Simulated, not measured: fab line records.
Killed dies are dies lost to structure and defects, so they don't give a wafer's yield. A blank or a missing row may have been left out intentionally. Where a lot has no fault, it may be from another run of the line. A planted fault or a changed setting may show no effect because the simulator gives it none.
fab line records ; flow nand-harc ; part 1 of 2: steps 1 to 4 of 6
record: lots: 24; wafers: 72; last-day: 33
route steps=1302 shown A_CHANNEL_HOLE_D2@598 A_CHANNEL_FILL_D2@613 A_STAIRCASE@653
lots that met no fault: taken from a fault-free run of the same line
start-h: hours from the record's opening day to when the first of the lot's shown wafers began ; wait-h: hours from the lot's prior step to this one ; " as in the row above ; L1.1+2: a single row standing in for several wafers ; - no value present, or no start provided ; * or withheld: withheld ; < > ~ a bound
route shown NAME@n: NAME is a module with steps in the file, n the number in the route of the first one ; usual: average and standard deviation across the fault-free wafers ; same: alike in all rows ; chamber/n: place in a boat ; sites: readings site by site ; _std_site: standard deviation across them ; _edge_site: outer sites' mean less inner sites' ; radius-mm: for every site, how far away it sits from the centre of the wafer ; mask NAME#n: copy n ; behind: the tool/chamber that last shaped the wafer ; hold: reason for holding the lot/hours on hold/outcome of the hold ; device: transistor that didn't switch, given as n, p or np ; end of line: at the end of the route, the tests of the same wafers ; a step without rows: its recipe alone ; killed: at the first sort, the dies lost to defects and structure; wafer yield is something else ; map: per-die view of a wafer (x killed, . not killed, _ where there is no die)
set.NAME: setting as actually run; set.NAME@STEP: the setting as run at that earlier step ; model.NAME: the simulator's own value behind a step, which no gauge read
route steps across a sampled set of lots; one table per step, one row per wafer
services: from which hour (start-h, from the record's first day; less than 0 if before it) a tool's chamber was out of use, for how many hours, and why
== steps ==
step: NHARC_A_CHANNEL_HOLE_D2_ETCH_26
recipe: bias-v: 300; source-w: 2000; pressure-mtorr: 30; time-s: 224.1; ar-flow-sccm: 375; c4f8-flow-sccm: 11.4; o2-flow-sccm: 113.6; temp-c: -20; target-depth-a: 3000; chemistry: C4F8/O2/Ar
usual: drypump-motor-current-A: 5.9/0.62; o2-flow-sccm: 113.7/0.33; showerhead-plenum-p-Torr: 3.78/0.17; throttle-valve-pct: 24.584/0.0093
same: time-s: 224.1
lot.wafer;tool;chamber;start-h;wait-h;drypump-motor-current-A;o2-flow-sccm;rf-hours-counter-h;showerhead-plenum-p-Torr;throttle-valve-pct
L074.4;har-etch-01;1;293.47;0.5;5.3;114.6;-;3.74;24.598
L074.3;har-etch-01;0;293.47;0.5;5.3;113.9;-;3.60;24.592
L074.6;har-etch-01;0;293.47;0.5;5.3;113.4;-;3.60;24.559
L075.2;har-etch-01;1;297.60;0.6;5.3;113.5;157;3.74;24.589
L075.4;har-etch-01;1;297.60;0.6;5.3;113.8;-;3.74;24.579
L075.5;har-etch-01;0;297.60;0.6;5.4;114.4;-;3.59;24.586
L076.1;har-etch-02;0;329.53;0.6;5.9;114.1;385;3.66;24.590
L076.4;har-etch-02;0;329.53;0.6;5.9;113.3;-;3.66;24.576
L076.5;har-etch-02;1;329.53;0.6;6.9;113.8;-;3.98;24.605
L078.1;har-etch-02;0;340.39;0.7;5.9;113.7;393;3.66;24.580
L078.4;har-etch-02;0;340.39;0.7;5.9;113.4;-;3.66;24.600
L078.3;har-etch-02;1;340.39;0.7;6.8;113.3;-;3.98;24.579
L077.3;har-etch-01;1;340.68;0.4;5.3;113.6;-;3.72;24.571
L077.6;har-etch-01;0;340.68;0.4;5.4;113.6;-;3.58;24.581
L077.5;har-etch-01;1;340.68;0.4;5.3;114.1;-;3.72;24.591
L079.1;har-etch-02;1;344.57;0.6;6.9;114.3;381;3.98;24.572
L079.6;har-etch-02;0;344.57;0.6;6.0;113.6;-;3.66;24.581
L079.5;har-etch-02;1;344.57;0.6;6.8;113.5;-;3.98;24.588
L081.1;har-etch-01;0;360.45;0.7;5.4;113.2;191;3.57;24.565
L081.4;har-etch-01;1;360.45;0.7;5.3;113.6;-;3.72;24.576
L081.6;har-etch-01;1;360.45;0.7;5.3;113.7;-;3.72;24.573
L082.1;har-etch-01;1;375.15;0.7;5.3;113.6;198;3.71;24.596
L082.3;har-etch-01;1;375.15;0.7;5.3;113.7;-;3.71;24.595
L082.4;har-etch-01;0;375.15;0.7;5.4;113.7;-;3.57;24.588
L080.2;har-etch-02;0;375.78;0.7;5.9;113.2;416;3.65;24.593
L080.3;har-etch-02;1;375.78;0.7;6.8;113.1;-;3.96;24.582
L080.6;har-etch-02;0;375.78;0.7;5.9;113.4;-;3.65;24.582
L083.2;har-etch-01;0;391.59;0.6;5.3;113.9;210;3.56;24.578
L083.6;har-etch-01;1;391.59;0.6;5.3;113.1;-;3.71;24.562
L083.5;har-etch-01;0;391.59;0.6;5.4;113.2;-;3.56;24.584
L085.1;har-etch-02;0;401.97;0.6;5.9;113.4;8;3.99;24.594
L085.4;har-etch-02;1;401.97;0.6;6.8;113.0;-;3.96;24.585
L085.3;har-etch-02;0;401.97;0.6;5.9;114.0;-;3.99;24.591
L084.1;har-etch-01;0;417.71;0.7;5.4;113.2;229;3.55;24.580
L084.4;har-etch-01;0;417.71;0.7;5.4;113.6;-;3.55;24.583
L084.6;har-etch-01;1;417.71;0.7;5.3;113.9;-;3.70;24.582
L086.2;har-etch-02;1;419.42;0.7;6.9;113.3;19;3.95;24.598
L086.5;har-etch-02;1;419.42;0.7;6.8;113.5;-;3.95;24.579
L086.6;har-etch-02;0;419.42;0.7;5.9;113.8;-;3.98;24.585
L087.2;har-etch-02;1;427.36;0.6;6.8;113.6;23;3.95;24.563
L087.3;har-etch-02;1;427.36;0.6;6.8;113.6;-;3.95;24.591
L087.6;har-etch-02;1;427.36;0.6;6.8;113.5;-;3.95;24.579
L089.3;har-etch-02;1;447.38;0.5;6.8;113.0;-;3.94;24.586
L089.4;har-etch-02;0;447.38;0.5;5.9;113.3;-;3.97;24.586
L089.6;har-etch-02;1;447.38;0.5;6.8;113.5;-;3.94;24.580
L088.2;har-etch-01;1;448.40;0.7;5.3;114.3;248;3.69;24.573
L088.1;har-etch-01;0;448.40;0.7;5.4;113.3;248;3.54;24.591
L088.4;har-etch-01;1;448.40;0.7;5.3;113.6;-;3.69;24.577
L091.3;har-etch-02;1;457.26;0.5;6.9;113.4;-;3.94;24.597
L091.4;har-etch-02;0;457.26;0.5;5.9;114.5;-;3.97;24.579
L091.6;har-etch-02;1;457.26;0.5;6.8;113.7;-;3.94;24.589
L090.1;har-etch-01;0;457.78;0.7;5.4;113.5;255;3.54;24.588
L090.3;har-etch-01;0;457.78;0.7;5.4;113.7;-;3.54;24.583
L090.5;har-etch-01;0;457.78;0.7;5.4;113.7;-;3.54;24.585
L092.1;har-etch-02;1;476.19;0.6;6.8;113.6;50;3.93;24.579
L092.4;har-etch-02;0;476.19;0.6;5.9;113.6;-;3.96;24.586
L092.5;har-etch-02;1;476.19;0.6;6.9;113.5;-;3.93;24.590
L093.4;har-etch-02;0;494.18;0.4;5.9;113.8;-;3.96;24.557
L093.5;har-etch-02;1;494.18;0.4;6.8;113.5;-;3.93;24.593
L093.6;har-etch-02;0;494.18;0.4;5.9;113.8;-;3.96;24.575
L094.2;har-etch-01;1;505.03;0.7;5.3;113.7;279;3.67;24.583
L094.3;har-etch-01;1;505.03;0.7;5.3;113.8;-;3.67;24.586
L094.4;har-etch-01;0;505.03;0.7;5.3;113.6;-;3.53;24.589
L095.1;har-etch-02;1;506.96;0.7;6.8;114.0;68;3.92;24.593
L095.4;har-etch-02;1;506.96;0.7;6.8;114.3;-;3.92;24.596
L095.6;har-etch-02;1;506.96;0.7;6.8;113.7;-;3.92;24.576
L096.4;har-etch-01;0;521.95;0.5;5.4;113.3;-;3.52;24.588
L096.6;har-etch-01;0;521.95;0.5;5.4;113.3;-;3.52;24.581
L096.5;har-etch-01;1;521.95;0.5;5.3;113.3;-;3.66;24.578
L097.2;har-etch-02;0;522.06;0.6;5.9;113.8;76;3.95;24.583
L097.4;har-etch-02;1;522.06;0.6;6.8;113.6;-;3.92;24.571
L097.6;har-etch-02;1;522.06;0.6;6.9;113.3;-;3.92;24.594
step: NHARC_A_CHANNEL_FILL_D2_ALD_03
recipe: target-thk-a: 60; pulse-time-s: 60; ald-cycles: 58; temp-c: 630; pressure-torr: 2; material: SiNx
usual: precursor-pulse-height-rel: 1.001/0.02
same: ald-cycles: 58
lot.wafer;tool;chamber;start-h;wait-h;precursor-pulse-height-rel
L074.3;ald-sin-batch-01;0;-;-;0.990
L074.4;ald-sin-batch-01;0;-;-;0.997
L074.6;ald-sin-batch-01;0;-;-;0.976
L075.2;ald-sin-batch-01;0;-;-;0.984
L075.4;ald-sin-batch-01;0;-;-;0.993
L075.5;ald-sin-batch-01;0;-;-;1.007
L076.1;ald-sin-batch-02;0;-;-;0.986
L076.4;ald-sin-batch-02;0;-;-;0.998
L076.5;ald-sin-batch-02;0;-;-;1.002
L077.3;ald-sin-batch-01;0;-;-;1.016
L077.5;ald-sin-batch-01;0;-;-;1.039
L077.6;ald-sin-batch-01;0;-;-;0.977
L078.1;ald-sin-batch-01;0;-;-;1.000
L078.3;ald-sin-batch-01;0;-;-;0.994
L078.4;ald-sin-batch-01;0;-;-;0.991
L079.1;ald-sin-batch-01;0;-;-;1.006
L079.5;ald-sin-batch-01;0;-;-;0.980
L079.6;ald-sin-batch-01;0;-;-;0.969
L081.1;ald-sin-batch-02;0;-;-;0.984
L081.4;ald-sin-batch-02;0;-;-;1.037
L081.6;ald-sin-batch-02;0;-;-;0.972
L080.2;ald-sin-batch-01;0;-;-;0.972
L080.3;ald-sin-batch-01;0;-;-;0.967
L080.6;ald-sin-batch-01;0;-;-;1.032
L082.1;ald-sin-batch-01;0;-;-;0.977
L082.3;ald-sin-batch-01;0;-;-;1.004
L082.4;ald-sin-batch-01;0;-;-;0.977
L083.2;ald-sin-batch-03;0;-;-;1.007
L083.5;ald-sin-batch-03;0;-;-;1.012
L083.6;ald-sin-batch-03;0;-;-;0.986
L085.1;ald-sin-batch-01;0;-;-;0.997
L085.3;ald-sin-batch-01;0;-;-;1.012
L085.4;ald-sin-batch-01;0;-;-;1.020
L084.1;ald-sin-batch-03;0;-;-;0.964
L084.4;ald-sin-batch-03;0;-;-;1.020
L084.6;ald-sin-batch-03;0;-;-;1.007
L086.2;ald-sin-batch-03;0;-;-;1.005
L086.5;ald-sin-batch-03;0;-;-;1.033
L086.6;ald-sin-batch-03;0;-;-;0.989
L087.2;ald-sin-batch-03;0;-;-;1.044
L087.3;ald-sin-batch-03;0;-;-;1.013
L087.6;ald-sin-batch-03;0;-;-;1.005
L088.1;ald-sin-batch-02;0;-;-;1.017
L088.2;ald-sin-batch-02;0;-;-;0.998
L088.4;ald-sin-batch-02;0;-;-;0.956
L089.3;ald-sin-batch-02;0;-;-;1.012
L089.4;ald-sin-batch-02;0;-;-;0.981
L089.6;ald-sin-batch-02;0;-;-;1.005
L090.1;ald-sin-batch-02;0;-;-;1.013
L090.3;ald-sin-batch-02;0;-;-;1.007
L090.5;ald-sin-batch-02;0;-;-;0.989
L091.3;ald-sin-batch-02;0;-;-;1.028
L091.4;ald-sin-batch-02;0;-;-;0.995
L091.6;ald-sin-batch-02;0;-;-;0.958
L092.1;ald-sin-batch-03;0;-;-;1.004
L092.4;ald-sin-batch-03;0;-;-;0.951
L092.5;ald-sin-batch-03;0;-;-;1.025
L093.4;ald-sin-batch-02;0;-;-;0.994
L093.5;ald-sin-batch-02;0;-;-;1.025
L093.6;ald-sin-batch-02;0;-;-;1.041
L094.2;ald-sin-batch-02;0;-;-;0.969
L094.3;ald-sin-batch-02;0;-;-;0.998
L094.4;ald-sin-batch-02;0;-;-;0.962
L095.1;ald-sin-batch-02;0;-;-;0.998
L095.4;ald-sin-batch-02;0;-;-;1.004
L095.6;ald-sin-batch-02;0;-;-;0.981
L096.4;ald-sin-batch-02;0;-;-;0.979
L096.5;ald-sin-batch-02;0;-;-;1.019
L096.6;ald-sin-batch-02;0;-;-;1.024
L097.2;ald-sin-batch-02;0;-;-;0.984
L097.4;ald-sin-batch-02;0;-;-;1.027
L097.6;ald-sin-batch-02;0;-;-;0.994
step: NHARC_A_CHANNEL_FILL_D2_ALD_14
recipe: target-thk-a: 25; pulse-time-s: 10; ald-cycles: 25; temp-c: 300; material: SiO2
usual: heater-power-w: 475/40; precursor-pulse-height-rel: 0.999/0.018
same: ald-cycles: 25
lot.wafer;tool;chamber;start-h;wait-h;heater-power-w;precursor-pulse-height-rel
L074.3;ald-hk-02;0;306.44;3.9;488;1.029
L074.4;ald-hk-02;3;306.44;3.9;524;0.966
L074.6;ald-hk-02;0;306.44;3.9;508;1.002
L075.4;ald-hk-02;0;306.66;0.0;503;1.002
L075.2;ald-hk-02;3;306.66;0.0;534;1.015
L075.5;ald-hk-02;0;306.66;0.0;503;1.007
L076.4;ald-hk-04;1;338.85;0.3;501;0.990
L076.1;ald-hk-04;2;338.85;0.3;391;1.018
L076.5;ald-hk-04;0;338.85;0.3;510;0.991
L078.3;ald-hk-01;3;349.52;0.0;458;1.000
L078.4;ald-hk-01;0;349.52;0.0;452;1.015
L078.1;ald-hk-01;1;349.52;0.0;483;0.988
L077.3;ald-hk-04;2;349.60;0.1;400;0.958
L077.5;ald-hk-04;0;349.60;0.1;515;0.975
L077.6;ald-hk-04;1;349.60;0.1;497;1.008
L079.1;ald-hk-04;3;353.69;0.0;526;0.954
L079.5;ald-hk-04;3;353.69;0.0;506;1.004
L079.6;ald-hk-04;0;353.69;0.0;505;0.999
L081.4;ald-hk-01;0;369.61;0.1;459;0.989
L081.1;ald-hk-01;1;369.61;0.1;486;0.971
L081.6;ald-hk-01;0;369.61;0.1;455;0.969
L082.1;ald-hk-01;1;384.30;0.0;479;0.992
L082.4;ald-hk-01;2;384.30;0.0;434;0.967
L082.3;ald-hk-01;3;384.30;0.0;458;1.028
L080.2;ald-hk-01;1;384.56;0.3;476;1.017
L080.3;ald-hk-01;2;384.56;0.3;427;0.998
L080.6;ald-hk-01;1;384.56;0.3;473;0.992
L083.2;ald-hk-02;3;400.83;0.2;526;1.006
L083.6;ald-hk-02;0;400.83;0.2;524;1.024
L083.5;ald-hk-02;1;400.83;0.2;468;0.959
L085.3;ald-hk-04;2;411.11;0.1;404;1.007
L085.1;ald-hk-04;3;411.11;0.1;513;0.980
L085.4;ald-hk-04;0;411.11;0.1;518;0.978
L084.4;ald-hk-02;0;426.88;0.0;547;0.994
L084.1;ald-hk-02;2;426.88;0.0;420;1.007
L084.6;ald-hk-02;1;426.88;0.0;473;1.013
L086.2;ald-hk-01;2;426.92;0.1;420;1.009
L086.6;ald-hk-01;1;426.92;0.1;478;1.025
L086.5;ald-hk-01;2;426.92;0.1;435;1.007
L087.3;ald-hk-01;2;436.56;0.1;436;1.015
L087.2;ald-hk-01;0;436.56;0.1;460;1.010
L087.6;ald-hk-01;1;436.56;0.1;471;1.008
L089.3;ald-hk-01;2;459.83;3.3;442;1.029
L089.4;ald-hk-01;0;459.83;3.3;465;0.989
L089.6;ald-hk-01;1;459.83;3.3;484;1.019
L088.4;ald-hk-01;2;460.01;3.5;433;1.011
L088.1;ald-hk-01;3;460.01;3.5;456;1.031
L088.2;ald-hk-01;0;460.01;3.5;478;1.005
L091.3;ald-hk-01;2;468.26;0.0;438;0.991
L091.4;ald-hk-01;3;468.26;0.0;460;0.994
L091.6;ald-hk-01;3;468.26;0.0;465;0.990
L090.3;ald-hk-01;0;468.48;0.3;459;1.000
L090.1;ald-hk-01;2;468.48;0.3;432;1.006
L090.5;ald-hk-01;0;468.48;0.3;467;1.005
L092.4;ald-hk-02;1;485.78;0.1;479;1.028
L092.1;ald-hk-02;3;485.78;0.1;527;1.036
L092.5;ald-hk-02;1;485.78;0.1;478;1.031
L093.4;ald-hk-02;0;503.78;0.1;543;0.974
L093.6;ald-hk-02;3;503.78;0.1;530;1.008
L093.5;ald-hk-02;0;503.78;0.1;545;1.009
L095.4;ald-hk-02;3;514.17;0.0;538;1.026
L095.1;ald-hk-02;2;514.17;0.0;406;1.013
L095.6;ald-hk-02;3;514.17;0.0;525;0.989
L094.4;ald-hk-01;3;514.17;0.0;468;0.973
L094.3;ald-hk-01;0;514.17;0.0;441;1.012
L094.2;ald-hk-01;2;514.17;0.0;416;1.007
L096.4;ald-hk-02;3;531.07;0.1;539;0.999
L096.5;ald-hk-02;2;531.07;0.1;412;0.958
L096.6;ald-hk-02;3;531.07;0.1;529;0.999
L097.2;ald-hk-01;1;531.08;0.1;457;1.008
L097.4;ald-hk-01;3;531.08;0.1;472;0.989
L097.6;ald-hk-01;1;531.08;0.1;447;0.992
step: NHARC_A_STAIRCASE_STRIP_171
recipe: power-w: 1500; temp-c: 250; chemistry: O2
usual: drypump-motor-current-A: 5.4/0.38; heater-power-w: 316/18
lot.wafer;tool;chamber;start-h;wait-h;drypump-motor-current-A;heater-power-w;rf-hours-counter-h
L074.4;plasma-asher-02;1;349.61;-;6.0;337;-
L074.3;plasma-asher-02;0;349.61;-;4.8;315;-
L074.6;plasma-asher-02;1;349.61;-;6.0;338;-
L075.2;plasma-asher-02;0;350.09;-;4.8;306;19
L075.4;plasma-asher-02;0;350.09;-;4.9;314;-
L075.5;plasma-asher-02;1;350.09;-;6.0;340;-
L076.1;plasma-asher-01;1;380.96;-;5.3;320;5
L076.4;plasma-asher-01;0;380.96;-;5.3;297;-
L076.5;plasma-asher-01;0;380.96;-;5.4;296;-
L078.1;plasma-asher-02;0;391.20;-;4.9;314;27
L078.3;plasma-asher-02;0;391.20;-;4.8;306;-
L078.4;plasma-asher-02;1;391.20;-;6.0;334;-
L077.3;plasma-asher-01;1;394.95;-;5.3;330;-
L077.6;plasma-asher-01;0;394.95;-;5.3;295;-
L077.5;plasma-asher-01;1;394.95;-;5.3;321;-
L079.1;plasma-asher-02;0;395.08;-;4.8;310;28
L079.5;plasma-asher-02;1;395.08;-;6.0;335;-
L079.6;plasma-asher-02;0;395.08;-;4.8;313;-
L081.1;plasma-asher-01;1;411.98;-;5.3;321;11
L081.4;plasma-asher-01;1;411.98;-;5.3;327;-
L081.6;plasma-asher-01;1;411.98;-;5.3;328;-
L082.1;plasma-asher-01;0;430.61;-;5.3;304;16
L082.3;plasma-asher-01;1;430.61;-;5.3;329;-
L082.4;plasma-asher-01;0;430.61;-;5.3;283;-
L080.2;plasma-asher-01;0;430.89;-;5.3;293;17
L080.3;plasma-asher-01;1;430.89;-;5.3;322;-
L080.6;plasma-asher-01;1;430.89;-;5.3;329;-
L083.2;plasma-asher-01;1;442.03;-;5.3;327;22
L083.5;plasma-asher-01;0;442.03;-;5.3;292;-
L083.6;plasma-asher-01;1;442.03;-;5.3;325;-
L085.1;plasma-asher-01;1;454.09;-;5.3;331;27
L085.3;plasma-asher-01;0;454.09;-;5.3;291;-
L085.4;plasma-asher-01;1;454.09;-;5.3;334;-
L084.1;plasma-asher-01;1;469.52;-;5.3;329;30
L084.4;plasma-asher-01;1;469.52;-;5.3;330;-
L084.6;plasma-asher-01;0;469.52;-;5.4;290;-
L086.2;plasma-asher-01;1;473.02;-;5.3;329;31
L086.5;plasma-asher-01;0;473.02;-;5.3;292;-
L086.6;plasma-asher-01;1;473.02;-;5.3;325;-
L087.2;plasma-asher-01;1;481.41;-;5.3;330;32
L087.3;plasma-asher-01;0;481.41;-;5.4;294;-
L087.6;plasma-asher-01;0;481.41;-;5.3;292;-
L088.1;plasma-asher-02;1;504.06;-;6.0;328;8
L088.2;plasma-asher-02;0;504.06;-;4.8;308;8
L088.4;plasma-asher-02;0;504.06;-;4.8;308;-
L091.3;plasma-asher-01;0;509.18;-;5.3;297;-
L091.4;plasma-asher-01;1;509.18;-;5.3;323;-
L091.6;plasma-asher-01;0;509.18;-;5.3;289;-
L089.4;plasma-asher-02;0;509.20;-;4.8;310;-
L089.3;plasma-asher-02;1;509.20;-;6.0;339;-
L089.6;plasma-asher-02;0;509.20;-;4.8;305;-
L090.1;plasma-asher-01;1;514.50;-;5.3;329;39
L090.3;plasma-asher-01;0;514.50;-;5.4;295;-
L090.5;plasma-asher-01;1;514.50;-;5.3;329;-
L092.1;plasma-asher-02;1;529.13;-;6.0;336;17
L092.4;plasma-asher-02;0;529.13;-;4.8;309;-
L092.5;plasma-asher-02;1;529.13;-;6.0;328;-
L093.4;plasma-asher-02;0;548.93;-;4.8;311;-
L093.6;plasma-asher-02;1;548.93;-;6.0;348;-
L093.5;plasma-asher-02;0;548.93;-;4.8;307;-
L095.1;plasma-asher-02;1;555.73;-;6.0;334;22
L095.4;plasma-asher-02;1;555.73;-;6.0;327;-
L095.6;plasma-asher-02;1;555.73;-;6.0;332;-
L094.2;plasma-asher-01;0;556.04;-;5.3;293;6
L094.4;plasma-asher-01;1;556.04;-;5.3;333;-
L094.3;plasma-asher-01;0;556.04;-;5.3;291;-
L096.4;plasma-asher-02;0;575.51;-;4.8;314;-
L096.6;plasma-asher-02;1;575.51;-;6.0;343;-
L096.5;plasma-asher-02;0;575.51;-;4.8;311;-
L097.2;plasma-asher-01;1;580.14;-;5.3;320;10
L097.4;plasma-asher-01;1;580.14;-;5.3;332;-
L097.6;plasma-asher-01;1;580.14;-;5.3;332;-
